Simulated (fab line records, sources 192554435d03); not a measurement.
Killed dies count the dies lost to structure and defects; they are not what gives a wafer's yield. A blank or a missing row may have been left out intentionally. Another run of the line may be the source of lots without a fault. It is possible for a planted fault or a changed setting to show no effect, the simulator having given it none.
Which tool did it? | flow n5-finfet | 10 lots with 30 wafers sampled at 4 steps, on a route of 1938 steps

WHAT EACH GAUGE READ, for each wafer
N5_BEOL_M4_RC_MEAS_101.
lot  | measured     | on        | CJ_N
L718 | day 7 20:34  | prober-02 | 4.37 4.28 4.26
L719 | day 8 20:08  | prober-01 | 4.41 4.43 4.33
L720 | day 9 07:53  | prober-02 | 4.36 4.33 4.42
L725 | day 10 08:52 | prober-01 | 4.38 4.35 4.38
L726 | day 11 05:05 | prober-01 | 5.08 5.01 5.09
L727 | day 11 13:34 | prober-01 | 4.42 4.43 4.43
L728 | day 11 21:41 | prober-01 | 5.19 5.25 5.27
L730 | day 12 09:59 | prober-02 | 5.14 5.16 5.24
L737 | day 13 20:10 | prober-02 | 4.39 4.32 4.42
L738 | day 14 17:31 | prober-02 | 4.32 4.31 4.31

WHICH TOOL RAN EACH LOT (tool, then ch and the chambers of the sampled wafers, then the start)
lot  | N5_WELL_APT_IMPLANT_32         | N5_WELL_APT_EPI_41             | N5_PMOS_HMC_CHANNEL_EPI_EPI_26
L718 | implanter-02 ch 0, day 2 03:42 | epi-rpcvd-02 ch 0, day 2 04:29 | epi-rpcvd-02 ch 0, day 2 08:01
L719 | implanter-02 ch 0, day 2 09:52 | epi-rpcvd-04 ch 0, day 2 11:04 | epi-rpcvd-01 ch 0, day 2 15:40
L720 | implanter-01 ch 0, day 2 15:41 | epi-rpcvd-02 ch 0, day 2 16:46 | epi-rpcvd-04 ch 0, day 2 21:15
L725 | implanter-01 ch 0, day 3 22:15 | epi-rpcvd-02 ch 0, day 3 23:21 | epi-rpcvd-04 ch 0, day 4 02:51
L726 | implanter-01 ch 0, day 4 03:29 | epi-rpcvd-04 ch 0, day 4 04:19 | epi-rpcvd-04 ch 0, day 4 08:23
L727 | implanter-02 ch 0, day 4 09:47 | epi-rpcvd-02 ch 0, day 4 10:30 | epi-rpcvd-02 ch 0, day 4 14:04
L728 | implanter-01 ch 0, day 4 15:29 | epi-rpcvd-04 ch 0, day 4 16:40 | epi-rpcvd-04 ch 0, day 4 21:29
L730 | implanter-01 ch 0, day 5 03:40 | epi-rpcvd-04 ch 0, day 5 04:28 | epi-rpcvd-02 ch 0, day 5 08:13
L737 | implanter-02 ch 0, day 6 21:20 | epi-rpcvd-02 ch 0, day 6 22:14 | epi-rpcvd-04 ch 0, day 7 02:17
L738 | implanter-02 ch 0, day 7 03:30 | epi-rpcvd-02 ch 0, day 7 04:47 | epi-rpcvd-02 ch 0, day 7 08:37
- N5_WELL_APT_IMPLANT_32
- N5_WELL_APT_EPI_41: deposits Si from SiH4/H2, target thk 50 nm, time 297.7 s.
- N5_PMOS_HMC_CHANNEL_EPI_EPI_26: deposits Si from SiH4/H2, target thk 3.8 nm, time 22.7 s.

THE ANSWER, worked out from the rows above alone
Rule: what is usual is taken from the lots themselves. The widest of any qualifying gaps counts: lots, ordered by their means at a reading, are off when they make up no more than a third of the lots, leave a main group of 4 or more, and stand apart from it by 3 or more times the standard deviation of that group's means. A main group is skipped when, at the precision printed for the reading in the tables above, its means are all equal. Also off: a lot with no number at a reading for which 4 or more lots have one. Any other lot the step has rows for is counted as sound.
Off: L726, L728, L730, at N5_BEOL_M4_RC_MEAS_101 (CJ_N). The main group: mean 4.36, standard deviation 0.04.
A tool fits if, at a process step before that reading, it ran every lot that is off, and no sound lot after the first of them. Gauges at N5_BEOL_M4_RC_MEAS_101: tried the same way as those tools. Can't be told from this: 2 tools fit, implanter-01 at N5_WELL_APT_IMPLANT_32, epi-rpcvd-04 at N5_WELL_APT_EPI_41.

WHAT HAD BEEN PUT IN BY THE SIMULATOR
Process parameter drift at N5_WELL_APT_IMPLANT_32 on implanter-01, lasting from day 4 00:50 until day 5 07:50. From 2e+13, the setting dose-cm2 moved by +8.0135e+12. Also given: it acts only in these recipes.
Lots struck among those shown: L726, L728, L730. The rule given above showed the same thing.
